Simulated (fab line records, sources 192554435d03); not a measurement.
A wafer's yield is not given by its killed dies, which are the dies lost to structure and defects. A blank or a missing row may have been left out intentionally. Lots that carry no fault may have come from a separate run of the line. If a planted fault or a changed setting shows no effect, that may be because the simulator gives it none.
Matching of chambers	flow n5-finfet	N5_GATE_CUT_ETCH_28 on rie-diel-04: 4 sister chambers
The step etches underlayer in N2/H2, target depth 13 nm, time 10.4 s. 14 wafers are shown with their chamber, then 7 later ones without.

## EACH WAFER AND ITS CHAMBER
wafer	chamber	showerhead-plenum-p-Torr (Torr)	oes-product-au (a.u.)	throttle-valve-pct (%)
L076.1	3	2.60	0.81	17.3
L076.2	1	2.42	0.60	18.1
L076.6	2	2.59	0.72	17.7
L078.1	1	2.42	0.60	18.1
L078.2	3	2.60	0.81	17.3
L078.6	2	2.59	0.71	17.7
L077.2	2	2.59	0.72	17.7
L077.3	1	2.42	0.60	18.1
L077.4	0	2.37	0.58	17.4
L080.1	2	2.58	0.72	17.7
L080.2	3	2.60	0.80	17.4
L080.6	2	2.58	0.72	17.7
L082.2	1	2.41	0.60	18.1
L082.5	2	2.58	0.70	17.7

SIGNATURES (averages over the wafers above)
reading	chamber 0	chamber 1	chamber 2	chamber 3	scatter within a chamber
showerhead-plenum-p-Torr	2.3700	2.4175	2.5850	2.6000	0.00474
oes-product-au	0.5800	0.6000	0.7150	0.8067	0.00645
throttle-valve-pct	17.400	18.100	17.700	17.333	0.0258
Rule: for each reading, subtract the chamber's mean from the wafer's reading, divide by that reading's scatter and square the result; add these up over the readings and take the root, which gives the wafer's distance from the chamber. The wafer belongs to the nearest chamber; if the next one is less than 2 further off, it can't be placed. The scatter is the square root of a quotient: the sum, over the shown wafers, of each reading's squared deviation from its chamber's mean, divided by wafers minus chambers.

## WAFERS WHOSE CHAMBER IS MISSING
wafer	showerhead-plenum-p-Torr (Torr)	oes-product-au (a.u.)	throttle-valve-pct (%)
L082.6	2.60	0.79	17.4
L085.1	2.68	0.83	17.2
L085.2	2.59	0.76	17.4
L085.6	2.58	0.69	17.7
L091.1	2.57	0.69	17.7
L091.3	2.41	0.58	18.2
L091.4	2.59	0.75	17.4

## THE CHAMBER EACH PASSED THROUGH
wafer	from the rows above	in truth
L082.6	3	3
L085.1	3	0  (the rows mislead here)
L085.2	3	3
L085.6	2	2
L091.1	2	2
L091.3	1	1
L091.4	3	3
Placed correctly: 6 of 7. Can't be placed from these rows: 0. 1 placed wrongly.
